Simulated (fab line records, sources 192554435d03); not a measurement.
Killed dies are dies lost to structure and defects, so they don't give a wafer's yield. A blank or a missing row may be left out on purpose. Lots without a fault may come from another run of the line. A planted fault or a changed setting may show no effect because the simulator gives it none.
Chamber matching | flow n5_finfet | N5_BEOL_M3_ETCH_69 on rie_diel-01: 4 sister chambers
The step etches SiARC in CF4, target depth 15.6 nm, time 26 s. 20 wafers are shown with their chamber, then 10 later ones without.

WAFERS WITH THEIR CHAMBER
wafer  | chamber | drypump_motor_current_A (A) | showerhead_plenum_p_Torr (Torr) | throttle_valve_pct (%)
L081.3 | 2       | 5.2                         | 2.07                            | 15.55
L081.4 | 3       | 5.6                         | 2.24                            | 15.51
L081.5 | 0       | 4.9                         | 2.11                            | 15.19
L084.1 | 3       | 5.6                         | 2.23                            | 15.51
L084.3 | 2       | 5.2                         | 2.07                            | 15.56
L084.5 | 3       | 5.6                         | 2.23                            | 15.53
L085.1 | 3       | 5.6                         | 2.23                            | 15.52
L085.3 | 2       | 5.2                         | 2.07                            | 15.57
L085.4 | 1       | 5.7                         | 2.09                            | 15.36
L086.2 | 0       | 4.9                         | 2.11                            | 15.21
L086.4 | 1       | 5.8                         | 2.09                            | 15.36
L086.5 | 3       | 5.6                         | 2.23                            | 15.53
L087.1 | 1       | 5.8                         | 2.09                            | 15.39
L087.4 | 1       | 5.7                         | 2.09                            | 15.38
L087.5 | 3       | 5.6                         | 2.23                            | 15.56
L090.2 | 2       | 5.2                         | 2.06                            | 15.58
L090.4 | 1       | 5.8                         | 2.08                            | 15.38
L090.5 | 3       | 5.6                         | 2.23                            | 15.56
L092.4 | 2       | 5.2                         | 2.06                            | 15.59
L092.5 | 3       | 5.6                         | 2.23                            | 15.55

SIGNATURES (means of the wafers above)
reading                  | chamber 0 | chamber 1 | chamber 2 | chamber 3 | scatter within a chamber
drypump_motor_current_A  | 4.900     | 5.760     | 5.200     | 5.600     | 0.0274
showerhead_plenum_p_Torr | 2.1100    | 2.0880    | 2.0660    | 2.2313    | 0.00424
throttle_valve_pct       | 15.2000   | 15.3740   | 15.5700   | 15.5337   | 0.0175
Rule: a wafer's distance from a chamber is the root of the sum, over the readings, of the square of ((its reading less the chamber's mean) divided by the reading's scatter). The wafer belongs to the nearest chamber; if the next one is less than 2 further off, it can't be placed. The scatter: the root of (the sum of the squares of (reading less its chamber's mean) over the shown wafers, divided by (wafers less chambers)).

WAFERS WITHOUT THEIR CHAMBER
wafer  | drypump_motor_current_A (A) | showerhead_plenum_p_Torr (Torr) | throttle_valve_pct (%)
L092.6 | 5.0                         | 2.10                            | 15.23
L093.1 | 5.0                         | 2.10                            | 15.25
L093.2 | 5.2                         | 2.06                            | 15.60
L093.6 | 5.6                         | 2.23                            | 15.57
L096.3 | 4.9                         | 2.10                            | 15.24
L096.4 | 5.8                         | 2.08                            | 15.42
L096.6 | 5.6                         | 2.22                            | 15.57
L097.2 | 4.9                         | 2.10                            | 15.24
L097.3 | 5.2                         | 2.06                            | 15.62
L097.5 | 5.8                         | 2.08                            | 15.41

WHICH CHAMBER EACH WENT THROUGH
wafer  | from the rows above | in truth
L092.6 | 0                   | 0
L093.1 | 0                   | 0
L093.2 | 2                   | 2
L093.6 | 3                   | 3
L096.3 | 0                   | 0
L096.4 | 1                   | 1
L096.6 | 3                   | 3
L097.2 | 0                   | 0
L097.3 | 2                   | 2
L097.5 | 1                   | 1
Placed correctly: 10 of 10. Can't be placed from these rows: 0. Placed wrongly: 0.
